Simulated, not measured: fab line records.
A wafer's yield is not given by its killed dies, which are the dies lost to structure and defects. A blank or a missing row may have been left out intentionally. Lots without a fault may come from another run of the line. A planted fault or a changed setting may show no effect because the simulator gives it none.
Chamber matching :: flow n5 finfet :: rie si-06 running N5_PMOS_HMC_CHANNEL_EPI_ETCH_38: 4 sister chambers
The step etches SiO2 in CF4, target depth 1.5 nm. 8 wafers are shown with their chamber, then 8 later ones without.

== WAFERS PAIRED WITH THEIR CHAMBERS ==
wafer: L074.5
chamber: 3
throttle valve pct (%): 22.18
drypump motor current A (A): 5.9

wafer: L079.1
chamber: 2
throttle valve pct (%): 21.73
drypump motor current A (A): 5.7

wafer: L081.1
chamber: 1
throttle valve pct (%): 21.49
drypump motor current A (A): 5.0

wafer: L081.6
chamber: 1
throttle valve pct (%): 21.50
drypump motor current A (A): 5.0

wafer: L087.2
chamber: 0
throttle valve pct (%): 22.08
drypump motor current A (A): 6.6

wafer: L087.5
chamber: 0
throttle valve pct (%): 22.08
drypump motor current A (A): 6.6

wafer: L087.6
chamber: 3
throttle valve pct (%): 22.17
drypump motor current A (A): 5.8

wafer: L089.2
chamber: 2
throttle valve pct (%): 21.73
drypump motor current A (A): 5.6

== WAFERS WITHOUT THEIR CHAMBER ==
wafer: L089.3
throttle valve pct (%): 21.50
drypump motor current A (A): 5.0

wafer: L089.6
throttle valve pct (%): 21.50
drypump motor current A (A): 5.0

wafer: L094.2
throttle valve pct (%): 21.74
drypump motor current A (A): 5.7

wafer: L094.3
throttle valve pct (%): 22.19
drypump motor current A (A): 5.8

wafer: L094.4
throttle valve pct (%): 21.50
drypump motor current A (A): 5.0

wafer: L096.2
throttle valve pct (%): 22.20
drypump motor current A (A): 5.8

wafer: L096.3
throttle valve pct (%): 21.73
drypump motor current A (A): 5.6

wafer: L096.6
throttle valve pct (%): 22.20
drypump motor current A (A): 5.8

== WHICH CHAMBER EACH ONE RAN IN ==
wafer: L089.3
from the rows above: 1
in truth: 1

wafer: L089.6
from the rows above: 1
in truth: 1

wafer: L094.2
from the rows above: 2
in truth: 2

wafer: L094.3
from the rows above: 3
in truth: 3

wafer: L094.4
from the rows above: 1
in truth: 1

wafer: L096.2
from the rows above: 3
in truth: 3

wafer: L096.3
from the rows above: 2
in truth: 2

wafer: L096.6
from the rows above: 3
in truth: 3
Correctly placed: 8 of 8. Left unplaced by these rows: 0. 0 placed wrongly.
How it was worked out, from the rows above alone: a wafer's distance from a chamber is the root of the sum, over the readings, of the square of ((its reading less the chamber's mean) divided by the reading's scatter). The wafer belongs to the nearest chamber; if the next one is less than 2 further off, it can't be placed. For every chamber, the mean is computed from those of its wafers that are shown. The scatter is the square root of a quotient: the sum, over the shown wafers, of each reading's squared deviation from its chamber's mean, divided by wafers minus chambers.
